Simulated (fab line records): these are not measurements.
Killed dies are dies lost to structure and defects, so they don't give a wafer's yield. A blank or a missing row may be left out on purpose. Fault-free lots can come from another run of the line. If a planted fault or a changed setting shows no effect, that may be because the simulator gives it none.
Matching of chambers / flow n5Finfet / N5_BEOL_M5_ETCH_72 on rieDiel-03 has 4 sister chambers
The step etches underlayer in N2/H2, target depth 6.5 nm, time 5.2 s. 8 wafers are shown with their chamber, then 10 later ones without.

## WAFERS PAIRED WITH THEIR CHAMBERS
wafer=L082.6; chamber=2; showerheadPlenumPTorr (Torr)=2.54; throttleValvePct (%)=17.91
wafer=L084.1; chamber=0; showerheadPlenumPTorr (Torr)=2.44; throttleValvePct (%)=17.57
wafer=L084.3; chamber=2; showerheadPlenumPTorr (Torr)=2.54; throttleValvePct (%)=17.92
wafer=L089.3; chamber=1; showerheadPlenumPTorr (Torr)=2.65; throttleValvePct (%)=17.94
wafer=L089.5; chamber=0; showerheadPlenumPTorr (Torr)=2.44; throttleValvePct (%)=17.57
wafer=L089.6; chamber=3; showerheadPlenumPTorr (Torr)=2.59; throttleValvePct (%)=17.66
wafer=L092.1; chamber=3; showerheadPlenumPTorr (Torr)=2.59; throttleValvePct (%)=17.70
wafer=L092.4; chamber=1; showerheadPlenumPTorr (Torr)=2.64; throttleValvePct (%)=17.95

## WAFERS WITH NO CHAMBER GIVEN
wafer=L092.6; showerheadPlenumPTorr (Torr)=2.59; throttleValvePct (%)=17.69
wafer=L093.3; showerheadPlenumPTorr (Torr)=2.43; throttleValvePct (%)=17.61
wafer=L093.4; showerheadPlenumPTorr (Torr)=2.58; throttleValvePct (%)=17.71
wafer=L093.6; showerheadPlenumPTorr (Torr)=2.43; throttleValvePct (%)=17.63
wafer=L095.1; showerheadPlenumPTorr (Torr)=2.43; throttleValvePct (%)=17.61
wafer=L095.2; showerheadPlenumPTorr (Torr)=2.58; throttleValvePct (%)=17.69
wafer=L095.4; showerheadPlenumPTorr (Torr)=2.64; throttleValvePct (%)=17.96
wafer=L094.1; showerheadPlenumPTorr (Torr)=2.64; throttleValvePct (%)=17.97
wafer=L094.2; showerheadPlenumPTorr (Torr)=2.54; throttleValvePct (%)=17.97
wafer=L094.6; showerheadPlenumPTorr (Torr)=2.64; throttleValvePct (%)=17.97

## WHICH CHAMBER EACH ONE RAN IN
wafer=L092.6; from the rows above=3; in truth=3
wafer=L093.3; from the rows above=0; in truth=0
wafer=L093.4; from the rows above=3; in truth=3
wafer=L093.6; from the rows above=0; in truth=0
wafer=L095.1; from the rows above=0; in truth=0
wafer=L095.2; from the rows above=3; in truth=3
wafer=L095.4; from the rows above=1; in truth=1
wafer=L094.1; from the rows above=1; in truth=1
wafer=L094.2; from the rows above=2; in truth=2
wafer=L094.6; from the rows above=1; in truth=1
Placed correctly: 10 of 10. Number that these rows cannot place: 0. 0 placed wrongly.
How it was worked out, from the rows above alone: a wafer's distance from a chamber is the root of the sum, over the readings, of the square of ((its reading less the chamber's mean) divided by the reading's scatter). If the next closest chamber is less than 2 further off than the closest, the wafer can't be placed; otherwise it belongs to the closest. The mean given for a chamber averages the wafers shown for that chamber. The scatter: the root of (the sum of the squares of (reading less its chamber's mean) over the shown wafers, divided by (wafers less chambers)).
